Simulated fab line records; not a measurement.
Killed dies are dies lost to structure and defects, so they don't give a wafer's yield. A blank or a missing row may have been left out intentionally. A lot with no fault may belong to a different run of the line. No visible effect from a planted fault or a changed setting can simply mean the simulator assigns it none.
Matching of chambers | flow n5-finfet | N5_BEOL_M9_VIA_ETCH_34 on rie-diel-06 has 4 sister chambers
The step etches SiCOH lowk in C4F6/O2, target depth 182.4 nm, time 68.4 s. 8 wafers are shown with their chamber, then 8 later ones without.

== EACH WAFER AND ITS CHAMBER ==
wafer  | chamber | drypump-motor-current-A (A) | rf-vpp-V (V)
L075.6 | 2       | 6.02                        | 657
L078.2 | 0       | 5.80                        | 667
L078.6 | 3       | 5.79                        | 655
L079.1 | 2       | 6.05                        | 657
L079.4 | 3       | 5.77                        | 653
L083.5 | 1       | 6.50                        | 693
L083.6 | 0       | 5.80                        | 668
L092.2 | 1       | 6.51                        | 692

== WAFERS MISSING THEIR CHAMBER ==
wafer  | drypump-motor-current-A (A) | rf-vpp-V (V)
L092.3 | 6.03                        | 657
L092.5 | 6.51                        | 694
L093.3 | 6.02                        | 656
L093.5 | 6.50                        | 694
L093.6 | 5.80                        | 667
L097.1 | 5.80                        | 653
L097.2 | 5.80                        | 666
L097.6 | 5.80                        | 654

== WHICH CHAMBER EACH ONE RAN IN ==
wafer  | from the rows above | in truth
L092.3 | 2                   | 2
L092.5 | 1                   | 1
L093.3 | 2                   | 2
L093.5 | 1                   | 1
L093.6 | 0                   | 0
L097.1 | 3                   | 3
L097.2 | 0                   | 0
L097.6 | 3                   | 3
Correctly placed: 8 of 8. Can't be placed from these rows: 0. Placed wrongly: 0.
How it was worked out, from the rows above alone: a wafer's distance from a chamber is the root of the sum, over the readings, of the square of ((its reading less the chamber's mean) divided by the reading's scatter). The wafer belongs to the nearest chamber; if the next one is less than 2 further off, it can't be placed. Each chamber's mean is taken over the wafers shown for it. The scatter is the square root of a quotient: the sum, over the shown wafers, of each reading's squared deviation from its chamber's mean, divided by wafers minus chambers.
